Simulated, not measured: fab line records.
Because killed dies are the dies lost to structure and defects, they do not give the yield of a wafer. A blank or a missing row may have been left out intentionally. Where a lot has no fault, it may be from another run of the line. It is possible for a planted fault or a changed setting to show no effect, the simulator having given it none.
fab line records	flow n5_finfet
record: lots: 7	wafers: 21	last_day: 18
route steps=1938 shown BEOL_M4@1060 PASSIVATION@1936
lots untouched by any fault: they come from a run of this same line in which no faults occurred
start_h: the number of hours between the record's first day and the start of the first shown wafer of the lot	wait_h: hours elapsed since this lot's preceding step	" the same as in the row above	L1.1+2: several wafers, shown together as one row	- no value, or no start was given	* or withheld: withheld	< > ~ a bound
route shown NAME@n: NAME is a module with steps in the file, n the number in the route of the first one	usual: mean/standard deviation of fault-free wafers	same: alike in all rows	chamber/n: place in a boat	sites: readings site by site	_std_site: their standard deviation	_edge_site: outer sites' mean less inner sites'	radius_mm: for every site, how far away it sits from the centre of the wafer	mask NAME#n: copy n	behind: the tool/chamber that last shaped the wafer	hold: why the lot was held/for how many hours/how that ended	device: names the non-switching transistor (n, p or np)	end of line: tests of these same wafers at the route's end	a step without rows: its recipe alone	killed: count of dies lost to structure and defects at first sort (not the wafer's yield)	map: the dies of a wafer, with x for killed, . for not killed, _ for no die there
set.NAME: setting as actually run; set.NAME@STEP: the setting as run at that earlier step	model.NAME: the simulator's own value behind a step, which no gauge read
steps of the route over a sample of lots; a table a step, a row a wafer
services: the hour from which a tool's chamber was out of use, counted from the record's first day as start_h (under 0 if before that day), plus the number of hours and why
== steps ==
step: N5_BEOL_M4_ETCH_77
recipe: chemistry: N2/H2	target: underlayer	target_depth_a: 65	mask_material: CAR-EUV	time_s: 5.2	ion_energy_ev: 200	pressure_mtorr: 30	source_w: 840	bias_w: 150	n2_flow_sccm: 200	h2_flow_sccm: 200	ends: cleared
usual: bias_w: 150.0/0.44	chamber_pressure_mTorr: 30.00/0.04	drypump_motor_current_A: 5.8/0.59	etch_rf_on_time_s: 5.20/0.13	h2_flow_sccm: 200.0/0.6	oes_product_au: 0.67/0.063	rf_vpp_V: 522.8/2.4	showerhead_plenum_p_Torr: 2.50/0.075	throttle_valve_pct: 17.8/0.37
lot.wafer	tool	chamber	start_h	wait_h	bias_w	chamber_pressure_mTorr	drypump_motor_current_A	etch_rf_on_time_s	h2_flow_sccm	oes_product_au	rf_hours_counter_h	rf_vpp_V	showerhead_plenum_p_Torr	throttle_valve_pct
L976.1	rie_diel-05	2	185.09	0.0	149.9	30.00	6.6	5.15	199.8	0.60	207	524.4	2.52	18.1
L976.3	"	0	"	"	149.7	29.99	6.0	5.13	199.4	0.66	135	521.6	2.46	17.8
L976.6	"	3	"	"	150.5	30.06	4.9	5.38	199.8	0.69	-	522.6	2.47	17.2
L978.2	rie_diel-02	0	196.79	0.0	150.2	29.97	5.0	5.10	200.6	0.73	53	523.2	2.50	17.9
L978.3	"	2	"	"	149.4	29.97	6.2	5.14	200.5	0.68	98	519.6	2.47	17.9
L978.5	"	2	"	"	150.8	29.97	6.2	5.16	199.8	0.66	-	520.5	2.47	17.9
L989.1	rie_diel-02	0	262.30	0.0	150.1	29.92	5.1	5.13	200.3	0.71	78	519.3	2.49	17.9
L989.2	"	2	"	"	150.0	29.98	6.2	5.15	200.4	0.66	122	522.6	2.45	17.9
L989.3	"	1	"	"	150.8	30.08	5.5	5.19	199.3	0.70	67	523.5	2.46	17.3
L990.3	rie_diel-02	2	271.19	0.0	150.1	30.03	6.2	5.13	199.2	0.64	-	520.4	2.45	18.0
L990.4	"	1	"	"	149.7	29.94	5.5	5.18	200.5	0.71	-	522.2	2.46	17.3
L990.6	"	2	"	"	149.8	30.02	6.2	5.15	198.8	0.65	-	520.8	2.45	17.9
L991.1	rie_diel-05	0	272.15	0.0	149.9	29.97	6.0	5.15	199.7	0.64	162	521.9	2.45	17.8
L991.5	"	0	"	"	149.9	30.06	6.0	5.22	199.7	0.64	-	521.6	2.45	17.8
L991.6	"	3	"	"	150.0	29.92	4.9	5.44	200.0	0.67	-	522.6	2.45	17.3
L993.2	rie_diel-06	3	302.22	0.0	149.9	30.01	6.5	5.33	200.6	0.60	225	524.5	2.64	18.2
L993.4	"	3	"	"	150.4	30.01	6.4	5.34	199.2	0.59	-	526.6	2.64	18.3
L993.6	"	2	"	"	149.9	30.05	6.2	5.06	200.1	0.74	-	524.3	2.47	17.8
L994.3	rie_diel-06	3	304.48	0.0	149.7	30.01	6.5	5.49	199.7	0.58	225	525.8	2.64	18.3
L994.5	"	1	"	"	150.2	29.91	5.9	5.21	200.1	0.75	-	525.1	2.68	17.3
L994.6	"	2	"	"	150.3	29.98	6.3	5.14	200.1	0.71	-	521.8	2.47	17.8
step: N5_BEOL_M4_ETCH_70
recipe: chemistry: N2/H2	target: SOC	target_depth_a: 800	overetch_a: 240	mask_material: SiARC	temp_c: 40	time_s: 130	ion_energy_ev: 200	pressure_mtorr: 30	source_w: 840	bias_w: 150	n2_flow_sccm: 200	h2_flow_sccm: 200
usual: bias_w: 150.0/0.43	chamber_pressure_mTorr: 30.005/0.028	drypump_motor_current_A: 5.8/0.6	h2_flow_sccm: 200.0/0.64	oes_product_au: 0.58/0.058	rf_vpp_V: 522.5/2.3	showerhead_plenum_p_Torr: 2.50/0.077	throttle_valve_pct: 17.7/0.36
lot.wafer	tool	chamber	start_h	wait_h	bias_w	chamber_pressure_mTorr	drypump_motor_current_A	h2_flow_sccm	oes_product_au	rf_hours_counter_h	rf_vpp_V	showerhead_plenum_p_Torr	throttle_valve_pct
L976.1	rie_diel-05	3	189.36	0.0	150.4	30.032	4.9	200.4	0.62	46	522.1	2.47	17.2
L976.3	"	0	"	"	150.2	29.934	6.0	200.1	0.57	137	521.4	2.46	17.7
L976.6	"	3	"	"	150.6	30.042	4.9	199.8	0.61	-	520.5	2.47	17.2
L978.2	rie_diel-05	2	203.88	0.0	149.5	30.019	6.6	199.5	0.52	215	522.2	2.52	18.0
L978.3	"	0	"	"	150.6	30.007	6.0	199.4	0.55	143	521.7	2.46	17.8
L978.5	"	3	"	"	150.4	30.034	4.9	200.9	0.60	-	521.4	2.46	17.2
L989.1	rie_diel-02	2	265.65	0.0	-	-	-	-	-	-	-	-	-
L989.2	"	1	"	"	-	-	-	-	-	-	-	-	-
L989.3	"	2	"	"	-	-	-	-	-	-	-	-	-
L990.3	rie_diel-05	2	276.12	0.0	-	-	-	-	-	-	-	-	-
L990.4	"	1	"	"	-	-	-	-	-	-	-	-	-
L990.6	"	3	"	"	-	-	-	-	-	-	-	-	-
L991.1	rie_diel-02	3	276.31	0.0	-	-	-	-	-	-	-	-	-
L991.5	"	3	"	"	-	-	-	-	-	-	-	-	-
L991.6	"	0	"	"	-	-	-	-	-	-	-	-	-
L993.2	rie_diel-05	3	306.04	0.0	149.8	29.976	4.9	199.7	0.59	86	521.7	2.45	17.3
L993.4	"	1	"	"	150.4	30.008	6.4	198.8	0.62	78	521.3	2.46	17.5
L993.6	"	3	"	"	149.9	29.975	4.9	199.7	0.58	-	522.1	2.45	17.3
L994.3	rie_diel-02	2	309.21	0.0	150.6	29.984	6.2	199.1	0.55	138	520.0	2.45	17.9
L994.5	"	1	"	"	150.3	30.001	5.5	199.9	0.60	-	521.4	2.46	17.3
L994.6	"	2	"	"	150.2	30.004	6.2	199.9	0.55	-	522.7	2.45	17.9
step: N5_BEOL_M4_VIA_ETCH_34
recipe: chemistry: C4F6/O2	target_depth_a: 694	mask_material: SOC	pressure_mtorr: 15	ion_energy_ev: 250	taper_deg: 4	time_s: 65.9	source_w: 350	bias_w: 170	Ar_flow_sccm: 300	C4F6_flow_sccm: 10	O2_flow_sccm: 10
usual: C4F6_flow_sccm: 10.002/0.028	O2_flow_sccm: 10.001/0.03	drypump_motor_current_A: 5.8/0.59	oes_o_777_au: 0.80/0.08	oes_product_au: 0.79/0.082	rf_vpp_V: 658/11	showerhead_plenum_p_Torr: 2.80/0.084	throttle_valve_pct: 30.69/0.3
lot.wafer	tool	chamber	start_h	wait_h	C4F6_flow_sccm	O2_flow_sccm	drypump_motor_current_A	oes_o_777_au	oes_product_au	rf_hours_counter_h	rf_vpp_V	showerhead_plenum_p_Torr	throttle_valve_pct
L976.1	rie_diel-05	3	189.46	0.0	10.006	9.974	4.9	0.79	0.81	46	662	2.79	30.39
L976.3	"	0	"	"	10.013	10.003	6.0	0.75	0.77	137	650	2.73	30.42
L976.6	"	3	"	"	9.988	10.024	4.9	0.79	0.83	-	661	2.79	30.38
L978.2	rie_diel-05	2	203.99	0.0	10.018	9.996	6.6	0.72	0.70	215	679	2.80	30.73
L978.3	"	0	"	"	9.953	9.990	6.0	0.75	0.76	143	650	2.72	30.40
L978.5	"	3	"	"	10.021	9.972	4.9	0.79	0.81	-	663	2.79	30.38
L989.1	rie_diel-02	2	265.81	0.0	10.020	9.976	6.2	0.78	0.29	123	643	2.76	30.71
L989.2	"	1	"	"	9.985	10.024	5.5	0.84	0.31	69	656	2.77	30.14
L989.3	"	2	"	"	9.995	10.032	6.2	0.78	0.28	-	642	2.76	30.74
L990.3	rie_diel-05	2	276.22	0.0	10.028	10.019	6.6	0.71	0.26	239	677	2.79	30.65
L990.4	"	1	"	"	9.984	10.018	6.3	0.88	0.32	68	669	2.78	30.59
L990.6	"	3	"	"	10.002	10.052	4.9	0.76	0.30	-	661	2.78	30.32
L991.1	rie_diel-02	3	276.42	0.0	10.029	9.986	5.9	0.99	0.36	2	674	2.80	30.72
L991.5	"	3	"	"	10.025	10.021	6.0	0.99	0.36	-	673	2.80	30.73
L991.6	"	0	"	"	10.059	10.003	5.1	0.84	0.32	-	665	2.76	30.67
L993.2	rie_diel-05	3	306.15	0.0	10.001	9.955	4.9	0.75	0.78	86	660	2.77	30.43
L993.4	"	1	"	"	9.989	9.992	6.4	0.86	0.86	78	669	2.77	30.71
L993.6	"	3	"	"	9.992	10.037	4.9	0.76	0.78	-	662	2.77	30.41
L994.3	rie_diel-02	2	309.31	0.0	10.058	10.015	6.2	0.77	0.75	138	644	2.76	30.82
L994.5	"	1	"	"	10.012	10.008	5.5	0.82	0.80	-	657	2.76	30.25
L994.6	"	2	"	"	10.026	9.994	6.2	0.77	0.75	-	643	2.76	30.82
step: N5_BEOL_M4_ETCH_41
recipe: chemistry: CH3F/O2	target: SiCN	target_depth_a: 299	taper_deg: 2	time_s: 52.5	ion_energy_ev: 120	mask_material: TiN	pressure_mtorr: 30	source_w: 395	bias_w: 75	Ar_flow_sccm: 150	CH3F_flow_sccm: 30	O2_flow_sccm: 20
usual: CH3F_flow_sccm: 30.00/0.089	O2_flow_sccm: 20.00/0.063	drypump_motor_current_A: 5.8/0.59	oes_product_au: 0.79/0.081	rf_vpp_V: 296.6/1.5	showerhead_plenum_p_Torr: 1.97/0.062	throttle_valve_pct: 16.25/0.27
lot.wafer	tool	chamber	start_h	wait_h	CH3F_flow_sccm	O2_flow_sccm	drypump_motor_current_A	oes_product_au	rf_hours_counter_h	rf_vpp_V	showerhead_plenum_p_Torr	throttle_valve_pct
L976.1	rie_diel-05	3	-	-	30.07	20.04	4.9	0.81	47	295.6	1.96	15.88
L976.3	"	0	"	"	29.85	20.06	6.0	0.75	137	295.9	1.92	16.16
L976.6	"	3	"	"	29.98	19.91	4.9	0.82	-	296.0	1.96	15.87
L978.2	rie_diel-05	2	-	-	29.88	19.98	6.6	0.70	215	297.6	1.97	16.42
L978.3	"	0	"	"	29.98	20.00	6.0	0.77	143	294.8	1.91	16.17
L978.5	"	3	"	"	29.96	19.95	4.9	0.81	-	295.9	1.96	15.90
L989.1	rie_diel-02	2	-	-	30.14	20.08	6.2	0.76	124	294.0	1.94	16.43
L989.2	"	1	"	"	30.02	20.03	5.5	0.83	69	297.2	1.94	15.88
L989.3	"	2	"	"	30.09	20.00	6.2	0.76	-	296.0	1.94	16.41
L990.3	rie_diel-05	2	-	-	29.83	20.00	6.6	0.69	239	297.3	1.97	16.47
L990.4	"	1	"	"	30.05	19.84	6.4	0.87	68	295.9	1.95	16.23
L990.6	"	3	"	"	29.99	19.99	4.9	0.78	-	295.8	1.95	15.94
L991.1	rie_diel-02	3	-	-	30.05	20.04	5.9	0.97	2	297.1	1.97	16.17
L991.5	"	3	"	"	30.08	20.07	5.9	0.96	-	295.5	1.97	16.17
L991.6	"	0	"	"	29.95	20.09	5.1	0.84	-	296.0	1.94	16.16
L993.2	rie_diel-05	3	-	-	29.94	20.08	4.9	0.77	86	297.0	1.95	15.95
L993.4	"	1	"	"	30.02	20.02	6.3	0.85	78	295.7	1.95	16.23
L993.6	"	3	"	"	29.96	20.11	4.9	0.77	-	296.3	1.95	15.96
L994.3	rie_diel-02	2	-	-	30.12	20.07	6.2	0.75	138	297.1	1.94	16.47
L994.5	"	1	"	"	30.25	20.00	5.5	0.80	-	296.1	1.94	15.90
L994.6	"	2	"	"	30.03	19.98	6.3	0.74	-	295.7	1.94	16.46
step: N5_BEOL_M4_STRIP_97
recipe: chemistry: N2/H2	time_s: 10	power_w: 450	temp_c: 40	pressure_mtorr: 20	rf_frequency_hz: 6e+07	bias_power_w: 7	n2_flow_sccm: 200	h2_flow_sccm: 200
usual: drypump_motor_current_A: 5.8/0.6	h2_flow_sccm: 199.9/0.6	oes_product_au: 0.79/0.082	rf_vpp_V: 59.0/0.77	showerhead_plenum_p_Torr: 2.49/0.077	throttle_valve_pct: 23.6/0.45
lot.wafer	tool	chamber	start_h	wait_h	drypump_motor_current_A	h2_flow_sccm	oes_product_au	rf_hours_counter_h	rf_vpp_V	showerhead_plenum_p_Torr	throttle_valve_pct
L976.1	rie_diel-05	3	-	-	4.9	200.9	0.84	47	58.9	2.46	23.0
L976.3	"	0	"	"	6.0	200.3	0.76	137	59.9	2.45	23.5
L976.6	"	3	"	"	4.9	199.6	0.83	-	58.5	2.46	23.0
L978.2	rie_diel-05	2	-	-	6.6	199.8	0.70	215	59.5	2.52	23.9
L978.3	"	0	"	"	6.0	199.9	0.76	143	60.8	2.45	23.5
L978.5	"	3	"	"	4.9	199.9	0.83	-	58.8	2.46	23.0
L989.1	rie_diel-02	2	-	-	6.2	200.5	0.75	124	59.5	2.45	23.7
L989.2	"	1	"	"	5.5	200.5	0.82	69	58.0	2.46	22.9
L989.3	"	2	"	"	6.2	200.7	0.75	-	58.4	2.45	23.7
L990.3	rie_diel-05	2	-	-	6.6	198.5	0.68	239	60.2	2.51	24.0
L990.4	"	1	"	"	6.4	200.0	0.85	68	58.3	2.46	23.2
L990.6	"	3	"	"	4.9	199.6	0.80	-	58.5	2.45	23.1
L991.1	rie_diel-02	3	-	-	5.9	198.6	0.96	2	59.5	2.50	23.8
L991.5	"	3	"	"	6.0	199.2	0.97	-	57.6	2.50	23.8
L991.6	"	0	"	"	5.0	200.1	0.84	-	59.0	2.48	23.9
L993.2	rie_diel-05	3	-	-	4.9	199.7	0.79	86	59.3	2.45	23.1
L993.4	"	1	"	"	6.3	199.3	0.85	78	58.6	2.45	23.2
L993.6	"	3	"	"	4.9	199.0	0.79	-	58.7	2.45	23.1
L994.3	rie_diel-02	2	-	-	6.2	199.1	0.73	138	57.8	2.44	23.7
L994.5	"	1	"	"	5.5	200.3	0.79	-	59.9	2.45	23.0
L994.6	"	2	"	"	6.2	199.4	0.74	-	59.8	2.44	23.7
step: N5_BEOL_M4_RC_MEAS_101
usual: DIBL_N: 35.9/1.7	DIBL_P: 36.0/2.2	IOFF_N: 0.16/0.031	IOFF_P: 0.21/0.039	ION_N: 678/13	ION_P: 464/8.8	SS_N: 71.5/0.61	SS_P: 73.2/0.68	VT_N: 249/3.3	VT_P: -250/3.8
lot.wafer	tool	chamber	start_h	wait_h	DIBL_N[mV/V]	DIBL_P[mV/V]	IOFF_N[nA/um]	IOFF_P[nA/um]	ION_N[uA/um]	ION_P[uA/um]	SS_N[mV/dec]	SS_P[mV/dec]	VT_N[mV]	VT_P[mV]
L976.1	prober-02	0	195.36	0.0	35.2	35.9	0.15	0.19	670	463	70.7	72.6	247	-254
L976.3	"	0	"	"	35.0	35.4	0.14	0.18	681	463	71.9	72.4	248	-254
L976.6	"	0	"	"	36.0	36.1	0.15	0.19	679	463	71.8	73.2	250	-250
L978.2	prober-01	0	208.97	0.2	34.3	35.4	0.15	0.19	688	478	71.3	73.7	247	-252
L978.3	"	0	"	"	37.9	38.9	0.21	0.26	702	479	72.8	74.1	243	-248
L978.5	"	0	"	"	34.6	34.2	0.14	0.18	678	462	71.8	72.8	249	-253
L993.2	prober-02	0	310.91	0.2	32.6	34.7	0.13	0.21	678	471	71.6	72.8	253	-248
L993.4	"	0	"	"	34.8	36.8	0.17	0.23	685	472	72.3	73.4	249	-250
L993.6	"	0	"	"	34.6	36.9	0.16	0.25	674	466	72.4	74.2	251	-248
L994.3	prober-02	0	314.06	0.3	34.9	33.1	0.13	0.17	681	462	71.8	73.0	251	-252
L994.5	"	0	"	"	38.4	38.7	0.20	0.25	688	463	72.1	73.7	245	-249
L994.6	"	0	"	"	34.8	33.7	0.13	0.17	690	465	70.8	72.6	250	-254
step: N5_PASSIVATION_PROBE_49
usual: defect_limited_yield: 90.9/1.5	killed_at_M0_to_M3: 36/10	killed_at_M4_up: 13/5.5	killed_at_contacts: 12/5.6	killed_at_front_end: 42/12	killed_at_other: 4/3.2	killed_dies: 108/18	killed_on_rim: 15/4.1	killed_open: 71/13	killed_short: 34/7.8	sort_bin_5_function: 5.4/1	sort_bin_6_memory: 3.4/0.68	sort_n_pass: 1072/18	sort_yield_pct: 90.9/1.5
same: gross_dies: 1180	killed_at_back_side: 0	sort_bin_4_leakage[%]: 0	sort_bin_8_speed[%]: 0
lot.wafer	tool	chamber	start_h	wait_h	defect_limited_yield[%]	killed_at_M0_to_M3	killed_at_M4_up	killed_at_contacts	killed_at_front_end	killed_at_other	killed_dies	killed_on_rim	killed_open	killed_short	sort_bin_5_function[%]	sort_bin_6_memory[%]	sort_n_pass	sort_yield_pct[%]
L976.1	prober-01	-	289.78	0.0	91.9	30	16	18	28	3	95	12	69	25	4.7	3.2	1085	91.9
L976.3	prober-01	-	289.88	0.1	89.5	56	1	5	58	4	124	20	77	39	6.4	3.0	1056	89.5
L976.6	prober-01	-	290.03	0.3	91.3	44	6	4	42	7	103	18	70	26	5.3	2.5	1077	91.3
L978.2	prober-01	-	313.49	0.1	89.6	36	28	13	46	0	123	20	79	41	5.1	4.7	1057	89.6
L978.3	prober-01	-	313.54	0.1	88.2	46	23	17	52	1	139	14	94	44	7.2	4.4	1041	88.2
L978.5	prober-01	-	313.64	0.2	91.8	39	18	12	28	0	97	11	62	30	4.9	2.7	1083	91.8
L991.1	prober-02	-	398.95	0.0	0	37	1084	12	47	0	1180	152	73	41	96.2	3.6	0	0
L991.5	prober-02	-	399.15	0.2	0	40	1069	10	59	2	1180	152	73	46	96.0	3.5	0	0
L991.6	prober-02	-	399.20	0.3	0	41	1066	20	47	6	1180	152	83	39	95.6	4.1	0	0
L990.3	prober-01	-	399.21	0.1	0	40	1075	5	47	13	1180	152	73	38	96.3	3.3	0	0
L990.4	prober-01	-	399.26	0.2	0	38	1104	7	24	7	1180	152	56	27	96.9	2.9	0	0
L990.6	prober-01	-	399.36	0.3	0	34	1085	10	45	6	1180	152	71	32	95.4	4.3	0	0
L989.1	prober-01	-	400.90	0.0	0	28	1105	5	35	7	1180	152	61	28	96.9	2.9	0	0
L989.2	prober-01	-	400.95	0.1	0	29	1100	11	39	1	1180	152	61	27	96.1	3.6	0	0
L989.3	prober-01	-	401.00	0.1	0	31	1113	6	27	3	1180	152	53	20	97.9	1.9	0	0
L994.3	prober-01	-	440.56	0.1	89.2	33	17	14	55	8	127	14	84	41	5.8	4.7	1053	89.2
L994.5	prober-01	-	440.66	0.2	91.3	34	7	18	35	9	103	14	61	42	5.0	3.3	1077	91.3
L994.6	prober-01	-	440.71	0.3	92.0	15	14	17	45	3	94	14	61	32	4.8	2.6	1086	92.0
L993.2	prober-01	-	440.81	0.4	86.8	72	13	19	51	1	156	17	106	50	8.1	4.6	1024	86.8
L993.4	prober-01	-	440.91	0.5	88.0	60	21	12	46	3	142	18	98	43	7.5	4.2	1038	88.0
L993.6	prober-01	-	441.01	0.6	89.2	49	12	16	45	5	127	13	86	41	5.9	4.2	1053	89.2
killed by level:class
L976.1 MOL_CONTACT_COAG:geometric_particle:open=17 BEOL_M2:geometric_particle:open=7 FIN_SAQP:geometric_particle:open=6 BEOL_M0_SAQP:geometric_particle:short=6 BEOL_M0_SAQP:geometric_particle:open=6 BEOL_M1:geometric_particle:open=6 DUMMY_GATE:geometric_particle:open=4 STARTING-WAFER:geometric_particle:open=4
L976.3 FIN_SAQP:geometric_particle:open=19 BEOL_M2:geometric_particle:open=18 FIN_SAQP:geometric_particle:short=9 BEOL_M0_SAQP:geometric_particle:short=9 BEOL_M0_SAQP:geometric_particle:open=8 BEOL_M1:geometric_particle:open=8 HKMG_FIN:area_etch=8 STI_FIN_REVEAL:geometric_particle:open=4
L976.6 BEOL_M2:geometric_particle:open=13 FIN_SAQP:geometric_particle:open=9 STI_FIN_REVEAL:geometric_particle:open=9 BEOL_M0:geometric_particle:open=9 HKMG_FIN:area_etch=7 BEOL_M0_SAQP:geometric_particle:open=6 BEOL_M0_SAQP:geometric_particle:short=5 BEOL_M5:geometric_particle:open=4
L978.2 STI_FIN_REVEAL:geometric_particle:open=16 BEOL_M4:geometric_particle:open=16 MOL_CONTACT_COAG:geometric_particle:open=10 BEOL_M0_SAQP:geometric_particle:short=9 BEOL_M0_SAQP:geometric_particle:open=6 BEOL_M1:geometric_particle:open=6 BEOL_M3:geometric_particle:open=6 FIN_SAQP:geometric_particle:short=5
L978.3 BEOL_M0_SAQP:geometric_particle:short=16 MOL_CONTACT_COAG:geometric_particle:open=15 STI_FIN_REVEAL:geometric_particle:open=14 BEOL_M0_SAQP:geometric_particle:open=11 BEOL_M4:geometric_particle:open=9 GATE_CUT:geometric_particle:short=8 BEOL_M2:geometric_particle:open=7 FIN_SAQP:geometric_particle:open=6
L978.5 BEOL_M0_SAQP:geometric_particle:short=12 MOL_CONTACT_COAG:geometric_particle:open=9 BEOL_M4:geometric_particle:open=9 BEOL_M0_SAQP:geometric_particle:open=8 BEOL_M2:geometric_particle:open=7 BEOL_M3:geometric_particle:open=6 FIN_SAQP:geometric_particle:short=5 GATE_CUT:geometric_particle:open=5
L991.1 BEOL_M4:area_etch=1065 STI_FIN_REVEAL:geometric_particle:open=14 BEOL_M0_SAQP:geometric_particle:short=13 MOL_CONTACT_COAG:geometric_particle:open=11 BEOL_M4:geometric_particle:open=9 FIN_SAQP:geometric_particle:open=7 BEOL_M0_SAQP:geometric_particle:open=7 FIN_SAQP:geometric_particle:short=6
L991.5 BEOL_M4:area_etch=1061 FIN_SAQP:geometric_particle:short=17 FIN_SAQP:geometric_particle:open=13 BEOL_M0_SAQP:geometric_particle:short=11 BEOL_M0_SAQP:geometric_particle:open=10 MOL_CONTACT_COAG:geometric_particle:open=8 STI_FIN_REVEAL:geometric_particle:open=7 BEOL_M2:geometric_particle:open=7
L991.6 BEOL_M4:area_etch=1057 MOL_CONTACT_COAG:geometric_particle:open=15 BEOL_M0_SAQP:geometric_particle:short=13 BEOL_M0_SAQP:geometric_particle:open=11 STI_FIN_REVEAL:geometric_particle:open=10 BEOL_M2:geometric_particle:open=10 FIN_SAQP:geometric_particle:open=9 FIN_SAQP:geometric_particle:short=6
L990.3 BEOL_M4:area_etch=1067 FIN_SAQP:geometric_particle:short=14 FIN_SAQP:geometric_particle:open=11 BEOL_M0_SAQP:geometric_particle:short=11 BEOL_M2:geometric_particle:open=9 STI_FIN_REVEAL:geometric_particle:open=8 BEOL_M0_SAQP:geometric_particle:open=8 MIM_TOP_ETCH:geometric_particle:open=7
L990.4 BEOL_M4:area_etch=1093 BEOL_M1:geometric_particle:open=11 BEOL_M0_SAQP:geometric_particle:short=9 MOL_CONTACT_COAG:geometric_particle:open=7 BEOL_M0_SAQP:geometric_particle:open=6 BEOL_M2:geometric_particle:open=6 STI_FIN_REVEAL:geometric_particle:open=5 BEOL_M5:geometric_particle:open=5
L990.6 BEOL_M4:area_etch=1075 STI_FIN_REVEAL:geometric_particle:open=11 MOL_CONTACT_COAG:geometric_particle:open=7 BEOL_M0_SAQP:geometric_particle:short=6 SPACER0:geometric_particle:open=6 BEOL_M3:geometric_particle:open=6 FIN_SAQP:geometric_particle:open=5 BEOL_M0_SAQP:geometric_particle:open=5
L989.1 BEOL_M4:area_etch=1088 STI_FIN_REVEAL:geometric_particle:open=12 BEOL_M1:geometric_particle:open=11 BEOL_M3:geometric_particle:open=8 GATE_CUT:geometric_particle:short=6 BEOL_M4:geometric_particle:open=6 FIN_SAQP:geometric_particle:open=4 MOL_CONTACT_COAG:geometric_particle:open=4
L989.2 BEOL_M4:area_etch=1087 MOL_CONTACT_COAG:geometric_particle:open=10 STI_FIN_REVEAL:geometric_particle:open=8 FIN_SAQP:geometric_particle:short=7 BEOL_M0_SAQP:geometric_particle:open=7 FIN_SAQP:geometric_particle:open=5 BEOL_M1:geometric_particle:open=5 BEOL_M7:geometric_particle:open=4
L989.3 BEOL_M4:area_etch=1106 BEOL_M3:geometric_particle:open=11 STI_FIN_REVEAL:geometric_particle:open=6 MOL_CONTACT_COAG:geometric_particle:open=6 BEOL_M0_SAQP:geometric_particle:open=6 BEOL_M0_SAQP:geometric_particle:short=5 FIN_SAQP:geometric_particle:short=3 FIN_SAQP:geometric_particle:open=3
L994.3 FIN_SAQP:geometric_particle:open=13 FIN_SAQP:geometric_particle:short=10 BEOL_M3:geometric_particle:open=10 BEOL_M0_SAQP:geometric_particle:open=10 STI_FIN_REVEAL:geometric_particle:open=9 MOL_CONTACT_COAG:geometric_particle:open=9 BEOL_M4:geometric_particle:open=7 MOL_CONTACT_COAG:geometric_particle:short=5
L994.5 MOL_CONTACT_COAG:geometric_particle:open=13 BEOL_M0_SAQP:geometric_particle:short=13 BEOL_M0_SAQP:geometric_particle:open=8 FIN_SAQP:geometric_particle:short=7 STI_FIN_REVEAL:geometric_particle:open=7 FIN_SAQP:geometric_particle:open=6 BEOL_M4:geometric_particle:open=5 MOL_CONTACT_COAG:geometric_particle:short=5
L994.6 STI_FIN_REVEAL:geometric_particle:open=14 MOL_CONTACT_COAG:geometric_particle:open=14 BEOL_M4:geometric_particle:open=6 FIN_SAQP:geometric_particle:short=5 FIN_SAQP:geometric_particle:open=5 BEOL_M1:geometric_particle:short=5 DUMMY_GATE:geometric_particle:open=4 ILD0:geometric_particle:open=4
L993.2 BEOL_M0_SAQP:geometric_particle:open=19 FIN_SAQP:geometric_particle:short=16 STI_FIN_REVEAL:geometric_particle:open=16 BEOL_M3:geometric_particle:open=16 MOL_CONTACT_COAG:geometric_particle:open=15 BEOL_M1:geometric_particle:open=12 BEOL_M0_SAQP:geometric_particle:short=11 BEOL_M4:geometric_particle:open=8
L993.4 BEOL_M0_SAQP:geometric_particle:open=23 STI_FIN_REVEAL:geometric_particle:open=14 BEOL_M0_SAQP:geometric_particle:short=13 BEOL_M1:geometric_particle:open=11 MOL_CONTACT_COAG:geometric_particle:open=8 DUMMY_GATE:geometric_particle:open=7 STI_FIN_REVEAL:geometric_particle:short=6 BEOL_M4:geometric_particle:open=5
L993.6 STI_FIN_REVEAL:geometric_particle:open=16 BEOL_M0_SAQP:geometric_particle:open=14 BEOL_M0_SAQP:geometric_particle:short=14 MOL_CONTACT_COAG:geometric_particle:open=13 BEOL_M3:geometric_particle:open=9 BEOL_M4:geometric_particle:open=8 FIN_SAQP:geometric_particle:open=6 STARTING-WAFER:geometric_particle:short=5
== services ==
tool	chamber	start_h	hours	kind
rie_diel-05	1	162.15	36.3	repair
rie_diel-06	2	197.89	1.5	repair
rie_diel-02	1	198.27	1.6	repair
rie_diel-06	0	220.63	6.6	repair
rie_diel-02	-	229.71	0.5	repair
rie_diel-05	0	258.19	9.4	repair
rie_diel-02	3	259.59	-	clean
rie_diel-02	3	259.59	-	consumable_replace:focus_ring
rie_diel-02	3	259.59	11.6	scheduled_down
rie_diel-02	3	259.59	11.6	vent_cycle
rie_diel-02	0	264.49	9.9	repair
rie_diel-06	0	287.32	-	clean
rie_diel-06	0	287.32	-	consumable_replace:focus_ring
rie_diel-06	0	287.32	-	consumable_replace:showerhead
rie_diel-06	0	287.32	29.1	scheduled_down
rie_diel-06	0	287.32	29.1	vent_cycle
rie_diel-05	0	307.30	4.3	repair
== key ==
first_sign: step: N5_BEOL_M4_ETCH_70	reading: tool_record	direction: missing
effect: step: N5_BEOL_M4_VIA_ETCH_34	reading: oes_product_au	direction: down	sigmas: 5.9	usual: 0.79	struck: 0.31
effect: step: N5_PASSIVATION_PROBE_49	reading: killed_at_M4_up	direction: up	sigmas: 99+	usual: 13	struck: 1089
more_kills_born_at: N5_BEOL_M4_ETCH_70@rie_diel-02: 6464	N5_BEOL_M4_ETCH_70@rie_diel-05: 3235
met_at N5_BEOL_M4_ETCH_70
struck_lots L989,L990,L991
later_rows_left_out L989.1,L989.2,L989.3,L990.3,L990.4,L990.6,L991.1,L991.5,L991.6
not_acting_at N5_BEOL_M4_ETCH_77,N5_BEOL_M4_ETCH_41,N5_BEOL_M4_STRIP_97
onset_between 203.88 265.65
fault: kind: skipped_step_whole	tool: rie_diel-02,rie_diel-05	chamber: -	onset_h: 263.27	steps: N5_BEOL_M4_ETCH_70	scope: struck_lots_only
later_rows_left_out: the simulator's readings of these wafers behind a module that went badly wrong aren't trusted and aren't shown, but for the sort
